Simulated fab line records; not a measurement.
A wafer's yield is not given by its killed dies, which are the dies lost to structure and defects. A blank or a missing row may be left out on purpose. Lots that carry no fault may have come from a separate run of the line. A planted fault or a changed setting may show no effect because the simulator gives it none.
Which of the tools did it? / flow n5_finfet / 10 lots, 30 wafers sampled, at 5 steps of a route of 1938

== WHAT THE GAUGES SHOWED, per wafer ==
N5_BEOL_M4_RC_MEAS_101. Usual: DIBL_N 36.6 mV/V, standard deviation 1.9; DIBL_P 36.7 mV/V, standard deviation 2.2; IOFF_N 0.16 nA/um, standard deviation 0.035; IOFF_P 0.22 nA/um, standard deviation 0.038; ION_N 672 uA/um, standard deviation 14; ION_P 462 uA/um, standard deviation 8.3; SS_N 71.6 mV/dec, standard deviation 0.65; SS_P 73.5 mV/dec, standard deviation 0.72; VT_N 250 mV, standard deviation 3.5; VT_P -250 mV, standard deviation 3.1.
lot=L591; measured=day 9 10:38; on=prober-02; DIBL_N (mV/V)=37.8 42.0 34.8; DIBL_P (mV/V)=36.2 40.1 33.9; IOFF_N (nA/um)=0.15 0.27 0.13; IOFF_P (nA/um)=0.21 0.27 0.18; ION_N (uA/um)=666 682 680; ION_P (uA/um)=459 458 468; SS_N (mV/dec)=71.6 73.9 71.1; SS_P (mV/dec)=72.7 74.7 72.6; VT_N (mV)=250 245 252; VT_P (mV)=-249 -249 -251; flag=
lot=L590; measured=day 9 11:10; on=prober-01; DIBL_N (mV/V)=39.2 37.5 33.2; DIBL_P (mV/V)=40.5 39.0 32.6; IOFF_N (nA/um)=0.22 0.17 0.10; IOFF_P (nA/um)=0.34 0.29 0.18; ION_N (uA/um)=686 677 646; ION_P (uA/um)=483 471 455; SS_N (mV/dec)=71.1 71.0 69.9; SS_P (mV/dec)=74.5 73.9 72.5; VT_N (mV)=243 247 255; VT_P (mV)=-239 -244 -252; flag=
lot=L593; measured=day 9 21:14; on=prober-02; DIBL_N (mV/V)=35.1 36.8 35.6; DIBL_P (mV/V)=35.1 37.9 36.8; IOFF_N (nA/um)=0.14 0.16 0.15; IOFF_P (nA/um)=0.18 0.22 0.21; ION_N (uA/um)=679 668 680; ION_P (uA/um)=466 460 469; SS_N (mV/dec)=71.7 71.1 70.9; SS_P (mV/dec)=72.6 74.0 72.8; VT_N (mV)=252 253 250; VT_P (mV)=-252 -251 -249; flag=
lot=L594; measured=day 9 15:41; on=prober-02; DIBL_N (mV/V)=36.5 34.4 33.4; DIBL_P (mV/V)=36.7 34.7 32.6; IOFF_N (nA/um)=0.15 0.12 0.11; IOFF_P (nA/um)=0.19 0.16 0.14; ION_N (uA/um)=653 667 650; ION_P (uA/um)=448 453 442; SS_N (mV/dec)=71.6 71.0 70.7; SS_P (mV/dec)=73.3 72.7 71.6; VT_N (mV)=254 254 257; VT_P (mV)=-258 -257 -257; flag=
lot=L598; measured=day 10 22:46; on=prober-01; DIBL_N (mV/V)=36.2 36.9 35.3; DIBL_P (mV/V)=36.5 37.1 35.5; IOFF_N (nA/um)=0.14 0.16 0.13; IOFF_P (nA/um)=0.21 0.23 0.20; ION_N (uA/um)=674 673 674; ION_P (uA/um)=459 467 465; SS_N (mV/dec)=71.4 71.7 71.0; SS_P (mV/dec)=73.3 74.2 73.5; VT_N (mV)=256 251 251; VT_P (mV)=-252 -245 -250; flag=
lot=L599; measured=day 11 09:17; on=prober-02; DIBL_N (mV/V)=36.3 37.3 36.5; DIBL_P (mV/V)=36.6 38.0 37.6; IOFF_N (nA/um)=0.15 0.16 0.16; IOFF_P (nA/um)=0.21 0.23 0.22; ION_N (uA/um)=678 659 681; ION_P (uA/um)=468 459 463; SS_N (mV/dec)=71.1 71.4 71.4; SS_P (mV/dec)=73.3 74.0 73.7; VT_N (mV)=252 250 247; VT_P (mV)=-252 -248 -250; flag=
lot=L601; measured=day 11 14:56; on=prober-01; DIBL_N (mV/V)=32.7 36.4 33.4; DIBL_P (mV/V)=34.8 38.2 34.6; IOFF_N (nA/um)=0.12 0.18 0.12; IOFF_P (nA/um)=0.18 0.23 0.18; ION_N (uA/um)=655 670 665; ION_P (uA/um)=459 466 460; SS_N (mV/dec)=70.9 72.2 71.6; SS_P (mV/dec)=72.7 73.1 72.6; VT_N (mV)=252 249 253; VT_P (mV)=-252 -249 -252; flag=
lot=L604; measured=day 12 15:44; on=prober-02; DIBL_N (mV/V)=34.9 36.9 36.8; DIBL_P (mV/V)=35.8 37.6 38.6; IOFF_N (nA/um)=0.13 0.18 0.17; IOFF_P (nA/um)=0.18 0.22 0.24; ION_N (uA/um)=671 673 672; ION_P (uA/um)=456 454 463; SS_N (mV/dec)=72.0 72.6 71.8; SS_P (mV/dec)=73.1 73.7 73.5; VT_N (mV)=253 250 249; VT_P (mV)=-253 -250 -248; flag=
lot=L611; measured=day 14 14:19; on=prober-02; DIBL_N (mV/V)=38.1 35.2 35.7; DIBL_P (mV/V)=37.1 34.2 34.4; IOFF_N (nA/um)=0.19 0.14 0.14; IOFF_P (nA/um)=0.25 0.19 0.21; ION_N (uA/um)=669 680 678; ION_P (uA/um)=458 466 474; SS_N (mV/dec)=71.4 71.2 71.6; SS_P (mV/dec)=73.8 72.6 73.6; VT_N (mV)=249 251 249; VT_P (mV)=-248 -250 -248; flag=
lot=L613; measured=day 14 16:10; on=prober-01; DIBL_N (mV/V)=37.0 36.8 38.7; DIBL_P (mV/V)=38.4 38.0 39.6; IOFF_N (nA/um)=0.17 0.17 0.20; IOFF_P (nA/um)=0.22 0.24 0.26; ION_N (uA/um)=674 676 694; ION_P (uA/um)=467 459 470; SS_N (mV/dec)=71.4 72.2 72.2; SS_P (mV/dec)=73.3 74.1 73.6; VT_N (mV)=251 248 249; VT_P (mV)=-250 -248 -248; flag=

== WHICH TOOL RAN EACH LOT (tool, then ch and the chambers of the sampled wafers, then the start) ==
lot=L591; N5_BEOL_M1_ANNEAL_82=pvd_sputter-01, day 7 09:34; N5_BEOL_M1_SPUTTER_90=pvd_sputter-01, day 7 10:08; N5_BEOL_M1_SPUTTER_94=pvd_sputter-01, day 7 10:35; N5_BEOL_M1_ANNEAL_51=rtp_anneal-01 ch 0, day 7 11:02
lot=L590; N5_BEOL_M1_ANNEAL_82=pvd_sputter-03, day 7 11:02; N5_BEOL_M1_SPUTTER_90=pvd_sputter-03, day 7 11:37; N5_BEOL_M1_SPUTTER_94=pvd_sputter-03, day 7 12:04; N5_BEOL_M1_ANNEAL_51=rtp_anneal-02 ch 0, day 7 12:43
lot=L593; N5_BEOL_M1_ANNEAL_82=pvd_sputter-01, day 7 13:19; N5_BEOL_M1_SPUTTER_90=pvd_sputter-01, day 7 13:54; N5_BEOL_M1_SPUTTER_94=pvd_sputter-01, day 7 14:20; N5_BEOL_M1_ANNEAL_51=rtp_anneal-02 ch 0, day 7 14:48
lot=L594; N5_BEOL_M1_ANNEAL_82=pvd_sputter-03, day 7 13:50; N5_BEOL_M1_SPUTTER_90=pvd_sputter-03, day 7 14:25; N5_BEOL_M1_SPUTTER_94=pvd_sputter-03, day 7 14:52; N5_BEOL_M1_ANNEAL_51=rtp_anneal-02 ch 0, day 7 15:17
lot=L598; N5_BEOL_M1_ANNEAL_82=pvd_sputter-02, day 8 17:59; N5_BEOL_M1_SPUTTER_90=pvd_sputter-02, day 8 18:34; N5_BEOL_M1_SPUTTER_94=pvd_sputter-02, day 8 19:01; N5_BEOL_M1_ANNEAL_51=rtp_anneal-01 ch 0, day 8 19:31
lot=L599; N5_BEOL_M1_ANNEAL_82=pvd_sputter-01, day 8 19:24; N5_BEOL_M1_SPUTTER_90=pvd_sputter-01, day 8 19:59; N5_BEOL_M1_SPUTTER_94=pvd_sputter-01, day 8 20:25; N5_BEOL_M1_ANNEAL_51=rtp_anneal-02 ch 0, day 8 20:53
lot=L601; N5_BEOL_M1_ANNEAL_82=pvd_sputter-01, day 9 05:48; N5_BEOL_M1_SPUTTER_90=pvd_sputter-01, day 9 06:23; N5_BEOL_M1_SPUTTER_94=pvd_sputter-01, day 9 06:49; N5_BEOL_M1_ANNEAL_51=rtp_anneal-01 ch 0, day 9 07:28
lot=L604; N5_BEOL_M1_ANNEAL_82=pvd_sputter-01, day 9 23:45; N5_BEOL_M1_SPUTTER_90=pvd_sputter-01, day 10 00:20; N5_BEOL_M1_SPUTTER_94=pvd_sputter-01, day 10 00:46; N5_BEOL_M1_ANNEAL_51=rtp_anneal-01 ch 0, day 10 01:17
lot=L611; N5_BEOL_M1_ANNEAL_82=pvd_sputter-02, day 11 18:58; N5_BEOL_M1_SPUTTER_90=pvd_sputter-02, day 11 19:33; N5_BEOL_M1_SPUTTER_94=pvd_sputter-02, day 11 19:59; N5_BEOL_M1_ANNEAL_51=rtp_anneal-02 ch 0, day 11 20:24
lot=L613; N5_BEOL_M1_ANNEAL_82=pvd_sputter-02, day 12 03:31; N5_BEOL_M1_SPUTTER_90=pvd_sputter-02, day 12 04:06; N5_BEOL_M1_SPUTTER_94=pvd_sputter-02, day 12 04:32; N5_BEOL_M1_ANNEAL_51=rtp_anneal-01 ch 0, day 12 05:03
- N5_BEOL_M1_ANNEAL_82: time 240 s.
- N5_BEOL_M1_SPUTTER_90: material Cu, target thk 4.5 nm, time 8.29 s.
- N5_BEOL_M1_SPUTTER_94: material Cu, target thk 4.5 nm, time 8.29 s.
- N5_BEOL_M1_ANNEAL_51: time 90 s.

== WHAT THE TOOLS THEMSELVES READ (means of the sampled wafers that have a number; where no wafer has one, the mark that the record gives instead) ==
N5_BEOL_M1_ANNEAL_82. Usual: heater_power_w at 846 W, with a standard deviation of 83.
lot=L591; tool=pvd_sputter-01; heater_power_w (W)=811; flag=
lot=L590; tool=pvd_sputter-03; heater_power_w (W)=925; flag=
lot=L593; tool=pvd_sputter-01; heater_power_w (W)=845; flag=
lot=L594; tool=pvd_sputter-03; heater_power_w (W)=832; flag=
lot=L598; tool=pvd_sputter-02; heater_power_w (W)=917; flag=
lot=L599; tool=pvd_sputter-01; heater_power_w (W)=837; flag=
lot=L601; tool=pvd_sputter-01; heater_power_w (W)=830; flag=
lot=L604; tool=pvd_sputter-01; heater_power_w (W)=798; flag=
lot=L611; tool=pvd_sputter-02; heater_power_w (W)=844; flag=
lot=L613; tool=pvd_sputter-02; heater_power_w (W)=932; flag=

N5_BEOL_M1_SPUTTER_90. Usual: chamber_pressure_pa 0.07002 Pa, standard deviation 0.00013; throttle_valve_pct 30.2 %, standard deviation 0.96.
lot=L591; tool=pvd_sputter-01; chamber_pressure_pa (Pa)=0.06995; throttle_valve_pct (%)=29.6; flag=
lot=L590; tool=pvd_sputter-03; chamber_pressure_pa (Pa)=0.07008; throttle_valve_pct (%)=29.9; flag=
lot=L593; tool=pvd_sputter-01; chamber_pressure_pa (Pa)=0.06998; throttle_valve_pct (%)=28.8; flag=
lot=L594; tool=pvd_sputter-03; chamber_pressure_pa (Pa)=0.07004; throttle_valve_pct (%)=31.1; flag=
lot=L598; tool=pvd_sputter-02; chamber_pressure_pa (Pa)=0.06998; throttle_valve_pct (%)=30.7; flag=
lot=L599; tool=pvd_sputter-01; chamber_pressure_pa (Pa)=0.07010; throttle_valve_pct (%)=29.5; flag=
lot=L601; tool=pvd_sputter-01; chamber_pressure_pa (Pa)=0.06688; throttle_valve_pct (%)=30.1; flag=OFF
lot=L604; tool=pvd_sputter-01; chamber_pressure_pa (Pa)=0.06703; throttle_valve_pct (%)=31.0; flag=OFF
lot=L611; tool=pvd_sputter-02; chamber_pressure_pa (Pa)=0.07012; throttle_valve_pct (%)=30.3; flag=
lot=L613; tool=pvd_sputter-02; chamber_pressure_pa (Pa)=0.07001; throttle_valve_pct (%)=30.1; flag=

N5_BEOL_M1_SPUTTER_94. Usual: chamber_pressure_pa 0.07 Pa, standard deviation 0.00015; throttle_valve_pct 30.2 %, standard deviation 0.96.
lot=L591; tool=pvd_sputter-01; chamber_pressure_pa (Pa)=0.07; throttle_valve_pct (%)=29.6; flag=
lot=L590; tool=pvd_sputter-03; chamber_pressure_pa (Pa)=0.07; throttle_valve_pct (%)=30.0; flag=
lot=L593; tool=pvd_sputter-01; chamber_pressure_pa (Pa)=0.07; throttle_valve_pct (%)=29.0; flag=
lot=L594; tool=pvd_sputter-03; chamber_pressure_pa (Pa)=0.07; throttle_valve_pct (%)=31.1; flag=
lot=L598; tool=pvd_sputter-02; chamber_pressure_pa (Pa)=0.07; throttle_valve_pct (%)=30.6; flag=
lot=L599; tool=pvd_sputter-01; chamber_pressure_pa (Pa)=0.07; throttle_valve_pct (%)=29.6; flag=
lot=L601; tool=pvd_sputter-01; chamber_pressure_pa (Pa)=0.07; throttle_valve_pct (%)=29.5; flag=
lot=L604; tool=pvd_sputter-01; chamber_pressure_pa (Pa)=0.07; throttle_valve_pct (%)=30.1; flag=
lot=L611; tool=pvd_sputter-02; chamber_pressure_pa (Pa)=0.07; throttle_valve_pct (%)=30.4; flag=
lot=L613; tool=pvd_sputter-02; chamber_pressure_pa (Pa)=0.07; throttle_valve_pct (%)=30.1; flag=

N5_BEOL_M1_ANNEAL_51. Usual: wafer_temp_C_max at 225.89, with a standard deviation of 0.25.
lot=L591 tool=rtp_anneal-01 wafer_temp_C_max=225.74 flag=
lot=L590 tool=rtp_anneal-02 wafer_temp_C_max=226.41 flag=
lot=L593 tool=rtp_anneal-02 wafer_temp_C_max=226.13 flag=
lot=L594 tool=rtp_anneal-02 wafer_temp_C_max=226.19 flag=
lot=L598 tool=rtp_anneal-01 wafer_temp_C_max=226.07 flag=
lot=L599 tool=rtp_anneal-02 wafer_temp_C_max=225.82 flag=
lot=L601 tool=rtp_anneal-01 wafer_temp_C_max=225.67 flag=
lot=L604 tool=rtp_anneal-01 wafer_temp_C_max=225.59 flag=
lot=L611 tool=rtp_anneal-02 wafer_temp_C_max=225.87 flag=
lot=L613 tool=rtp_anneal-01 wafer_temp_C_max=225.89 flag=

== THE ANSWER, worked out from the rows above alone ==
Rule: lot off if the mean of its wafers having a number is beyond 3 standard deviations from the usual mean. Also off: a lot with no number at a reading for which 4 or more lots have one. The other lots that the step has rows for count as sound. First the gauges in route order, then the tools' own readings, where a lot's mean is used as printed above. At the first step where some lot is off, the reading lying furthest off is the one used; lots without a number count as furthest.
Off: L601, L604, at N5_BEOL_M1_SPUTTER_90 (chamber_pressure_pa).
A tool fits if, at that step or a process step before it, it ran every lot that is off, and no sound lot after the first of them. One candidate fits, namely pvd_sputter-01 at N5_BEOL_M1_ANNEAL_82 and N5_BEOL_M1_SPUTTER_90. At N5_BEOL_M1_ANNEAL_82 its last sound lot is L599 (day 8 19:24), its first lot that is off L601 (day 9 05:48): a fault that began between those two fits.

== WHAT THE SIMULATOR PUT IN ==
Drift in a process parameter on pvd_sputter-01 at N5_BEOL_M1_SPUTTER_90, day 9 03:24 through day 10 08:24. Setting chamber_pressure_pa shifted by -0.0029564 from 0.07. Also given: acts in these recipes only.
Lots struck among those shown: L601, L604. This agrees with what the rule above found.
